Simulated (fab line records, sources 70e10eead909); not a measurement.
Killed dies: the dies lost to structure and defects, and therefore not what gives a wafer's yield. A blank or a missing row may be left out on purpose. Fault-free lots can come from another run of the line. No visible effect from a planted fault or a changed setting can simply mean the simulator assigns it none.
Chamber matching | flow nandHarc | NHARC_P_ZERO_WELL_DESCUM_13 on rieDiel-05 has 4 sister chambers
The step chemistry O2, time 3 s. 14 wafers are shown with their chamber, then 7 later ones without.

== EACH WAFER AND ITS CHAMBER ==
wafer  | chamber | showerheadPlenumPTorr (Torr) | drypumpMotorCurrentA (A) | rfVppV (V)
L379.2 | 2       | 2.04                         | 5.3                      | 59.9
L379.5 | 3       | 2.05                         | 6.1                      | 57.9
L379.6 | 0       | 1.88                         | 5.7                      | 55.8
L383.1 | 3       | 2.04                         | 6.1                      | 59.5
L383.3 | 2       | 2.04                         | 5.2                      | 56.7
L383.5 | 3       | 2.04                         | 6.2                      | 57.2
L384.2 | 3       | 2.04                         | 6.1                      | 58.3
L384.3 | 0       | 1.88                         | 5.6                      | 56.7
L384.6 | 1       | 1.91                         | 6.2                      | 58.9
L387.1 | 0       | 1.88                         | 5.7                      | 56.6
L387.5 | 3       | 2.04                         | 6.2                      | 57.7
L387.6 | 2       | 2.04                         | 5.2                      | 58.5
L390.1 | 1       | 1.91                         | 6.2                      | 58.6
L390.2 | 3       | 2.04                         | 6.2                      | 57.8

SIGNATURES (means of the wafers above)
reading               | chamber 0 | chamber 1 | chamber 2 | chamber 3 | scatter within a chamber
showerheadPlenumPTorr | 1.8800    | 1.9100    | 2.0400    | 2.0417    | 0.00289
drypumpMotorCurrentA  | 5.667     | 6.200     | 5.233     | 6.150     | 0.0532
rfVppV                | 56.367    | 58.750    | 58.367    | 58.067    | 0.937
Rule: a wafer's distance from a chamber is the root of the sum, over the readings, of the square of ((its reading less the chamber's mean) divided by the reading's scatter). If the next closest chamber is less than 2 further off than the closest, the wafer can't be placed; otherwise it belongs to the closest. The scatter: take each reading less its chamber's mean, square it, sum over the shown wafers, divide by the number of wafers less the number of chambers, and take the root.

== WAFERS WITH NO CHAMBER GIVEN ==
wafer  | showerheadPlenumPTorr (Torr) | drypumpMotorCurrentA (A) | rfVppV (V)
L390.6 | 2.04                         | 6.2                      | 57.1
L396.3 | 2.04                         | 6.2                      | 59.3
L396.5 | 2.04                         | 6.2                      | 57.1
L396.6 | 2.04                         | 5.2                      | 59.1
L399.2 | 2.04                         | 5.2                      | 58.1
L399.3 | 2.04                         | 6.1                      | 57.4
L399.6 | 2.04                         | 6.1                      | 58.4

== EACH ONE'S CHAMBER ==
wafer  | from the rows above | in truth
L390.6 | 3                   | 3
L396.3 | 3                   | 3
L396.5 | 3                   | 3
L396.6 | 2                   | 2
L399.2 | 2                   | 2
L399.3 | 3                   | 3
L399.6 | 3                   | 3
Correctly placed: 7 of 7. Number that these rows cannot place: 0. Wrongly placed: 0.
